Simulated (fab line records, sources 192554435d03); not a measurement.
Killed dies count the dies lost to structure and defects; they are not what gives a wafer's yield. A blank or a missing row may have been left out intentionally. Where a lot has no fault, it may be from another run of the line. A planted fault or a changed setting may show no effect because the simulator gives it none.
Chamber matching | flow n5Finfet | N5_BEOL_M15_ETCH_59 on rieDiel-04: 4 sister chambers
The step etches BARC in N2/H2, target depth 89 nm, overetch 26.7 nm, time 67.9 s. 8 wafers are shown with their chamber, then 8 later ones without.

WAFERS PAIRED WITH THEIR CHAMBERS
wafer  | chamber | showerheadPlenumPTorr (Torr) | drypumpMotorCurrentA (A)
L076.6 | 2       | 2.62                         | 6.1
L080.3 | 0       | 2.50                         | 5.9
L082.1 | 0       | 2.49                         | 6.0
L082.5 | 1       | 2.46                         | 5.8
L085.1 | 3       | 2.64                         | 5.4
L085.4 | 3       | 2.64                         | 5.4
L085.5 | 2       | 2.62                         | 6.0
L090.1 | 1       | 2.45                         | 5.8

WAFERS WITHOUT THEIR CHAMBER
wafer  | showerheadPlenumPTorr (Torr) | drypumpMotorCurrentA (A)
L090.3 | 2.61                         | 6.1
L090.4 | 2.61                         | 6.1
L091.3 | 2.61                         | 6.1
L091.4 | 2.45                         | 5.8
L091.5 | 2.45                         | 5.8
L097.2 | 2.49                         | 5.9
L097.3 | 2.63                         | 5.4
L097.5 | 2.48                         | 5.9

WHICH CHAMBER EACH ONE RAN IN
wafer  | from the rows above | in truth
L090.3 | 2                   | 2
L090.4 | 2                   | 2
L091.3 | 2                   | 2
L091.4 | 1                   | 1
L091.5 | 1                   | 1
L097.2 | 0                   | 0
L097.3 | 3                   | 3
L097.5 | 0                   | 0
Placed correctly: 8 of 8. Number that these rows cannot place: 0. 0 placed wrongly.
How it was worked out, from the rows above alone: a wafer's distance from a chamber is the root of the sum, over the readings, of the square of ((its reading less the chamber's mean) divided by the reading's scatter). The wafer belongs to the nearest chamber; if the next one is less than 2 further off, it can't be placed. A chamber's mean is the mean of its shown wafers. The scatter: the root of (the sum of the squares of (reading less its chamber's mean) over the shown wafers, divided by (wafers less chambers)).
